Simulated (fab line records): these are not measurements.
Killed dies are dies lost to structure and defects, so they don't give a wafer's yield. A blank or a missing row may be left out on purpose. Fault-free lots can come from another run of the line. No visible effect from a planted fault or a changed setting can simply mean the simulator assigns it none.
Comparing a struck lot with a sound one / flow n5Finfet / 37 steps out of a route of 1938
Sound: these wafers, L765.2, L765.4, L765.6. The struck wafers were L752.1, L752.3, L752.4. At the end, the cause is stated.
Each step with rows lists, per side, the tool, then ch with its chambers, then its first start. Under that, the readings that differ: sound wafers / struck wafers / difference of the means / sigmas: that difference in standard deviations of wafers without a fault.
alike: readings with means less than 2 such deviations apart, plus words and numbers identical on both sides. not compared: withheld readings, readings lacking a value on some wafer, bounds such as >300 that could conceal the same value, and numbers that have no deviation in the record and whose values overlap.
Wherever a step has rows on one side only, a row that says differs or no value, or a row with sigmas, the two part there. Numbers that have no deviation but don't overlap get no sigmas and don't part them. Lack of a reading on every wafer of one side parts them only where that side has two or more wafers.

first, 12 steps without rows for these wafers: N5_BEOL_M1_SPUTTER_86 (material Cu, target thk 4.5 nm, time 8.29 s); N5_BEOL_M1_ANNEAL_87 (time 240 s); N5_BEOL_M1_SPUTTER_88 (material Cu, target thk 4.5 nm, time 8.29 s); N5_BEOL_M1_ANNEAL_89 (time 240 s); N5_BEOL_M1_SPUTTER_90 (material Cu, target thk 4.5 nm, time 8.29 s); N5_BEOL_M1_ANNEAL_91 (time 240 s); N5_BEOL_M1_SPUTTER_92 (material Cu, target thk 4.5 nm, time 8.29 s); N5_BEOL_M1_ANNEAL_93 (time 240 s); N5_BEOL_M1_SPUTTER_94 (material Cu, target thk 4.5 nm, time 8.29 s); N5_BEOL_M1_ANNEAL_95 (time 240 s); N5_BEOL_M1_SPUTTER_96 (material Cu, target thk 4.5 nm, time 8.29 s); N5_BEOL_M1_ECD_50 (material Cu, target thk 300 nm).
N5_BEOL_M1_ANNEAL_51: time 90 s.
  struck on rtpAnneal-01, day 8 21:14; sound on rtpAnneal-02 ch 0, day 12 02:13
  no value came back on the struck wafers for annealTempC (C), annealTempCMax, wafer_temp_C_max; on the sound wafers annealTempC (C) reads 224.94 224.73 224.86
N5_BEOL_M1_CMP_52: polishes, stops on SiOC, t overpolish 6.8 s, target thk 40 nm.
  sound on cmp-01 ch 0,2, day 12 02:31; struck on cmp-02 ch 1,2,3, day 8 21:33
reading=barrierFieldEndpointS (s); sound=24.3 24.7 25.1; struck=30.8 29.4 30.4; difference=+5.5; sigmas=+10
reading=timeToEndpointS (s); sound=57.4 59.8 59.5; struck=82.0 81.6 81.3; difference=+22.7; sigmas=+9
  alike: clearingPlatenRpm, headPressurePsi, motorCurrentA, overpolishRunS
then, 21 steps without rows for these wafers: N5_BEOL_M1_PRE_CLEAN_60 (time 15 s); N5_BEOL_M1_CO_CAP_55 (material Co, precursor CCTBA/H2, target thk 2 nm, time 102.1 s); N5_BEOL_M1_PRE_CLEAN_56 (time 15 s); N5_BEOL_M1_DEP_57 (deposits SiCN from 3MS/NH3, target thk 8 nm, time 14 s); N5_BEOL_M2_ILD_DEP_00 (deposits SiOC from DEMS/O2, target thk 79 nm, time 15.3 s); N5_BEOL_M2_PECVD_72 (deposits SiO2 from TEOS/O2, target thk 16 nm, time 18 s); N5_BEOL_M2_HM_DEP_02 (deposits TiN, target thk 20 nm); N5_BEOL_M2_COAT_61 (time 60 s, resist thk 60 nm); N5_BEOL_M2_COAT_62 (time 60 s, resist thk 12 nm); N5_BEOL_M2_COAT_73 (time 60 s, resist thk 5 nm); N5_BEOL_M2_COAT_05 (resist thk 30 nm); N5_BEOL_M2_EBR_07; N5_BEOL_M2_SOFTBAKE_06 (time 60 s); N5_BEOL_M2_EXPOSE_08 (exposes mask M2); N5_BEOL_M2_PEB_09 (peb time 60 s); N5_BEOL_M2_DEVELOP_10 (develop time 30 s); N5_BEOL_M2_DESCUM_16 (chemistry O2, time 7 s); N5_BEOL_M2_ETCH_74 (etches underlayer in N2/H2, target depth 6.5 nm, time 5.2 s); N5_BEOL_M2_ETCH_63 (etches SiARC in CF4, target depth 15.6 nm, time 26 s); N5_BEOL_M2_ETCH_64 (etches SOC in N2/H2, target depth 75 nm, overetch 22.5 nm, time 121.9 s); N5_BEOL_M2_STRIP_65 (strips in N2/H2).
N5_BEOL_M4_RC_MEAS_101:
  sound on prober-01 ch 0, day 13 10:15; struck on prober-01 ch 0, day 10 07:40
  alike: DIBL_N, DIBL_P, IOFF_N, IOFF_P, ION_N, ION_P, SS_N, SS_P, VT_N, VT_P
  not compared: COMB_M1_max_site
-- here the record skips 4 days between the struck wafers' starts before and after, leaving off in module BEOL_M4 and picking up in module PASSIVATION (first step shown: number 1936 of the route) --
N5_PASSIVATION_PROBE_49:
  sound: prober-01 at day 17 18:53; struck: prober-02 at day 14 14:40
reading=defectLimitedYield (%); sound=90.3 90.9 91.8; struck=40.1 39.9 76.5; difference=-38.8; sigmas=-26
reading=killed_at_M0_to_M3; sound=39 25 23; struck=635 643 209; difference=+467; sigmas=+50
reading=killedDies; sound=114 107 97; struck=707 709 277; difference=+458; sigmas=+27
reading=sortNPass; sound=1066 1073 1083; struck=473 471 903; difference=-458; sigmas=-27
reading=sortYieldPct (%); sound=90.3 90.9 91.8; struck=40.1 39.9 76.5; difference=-38.8; sigmas=-26
  alike: killed_at_M4_up, killedAtContacts, killedAtFrontEnd, killedAtOther, killedOpen, killedShort, sort_bin_5_function, sort_bin_6_memory

## WHERE THEY PART
At N5_BEOL_M1_ANNEAL_51 first; at N5_PASSIVATION_PROBE_49 last (within this record only).

WHY: the cause the simulator had injected
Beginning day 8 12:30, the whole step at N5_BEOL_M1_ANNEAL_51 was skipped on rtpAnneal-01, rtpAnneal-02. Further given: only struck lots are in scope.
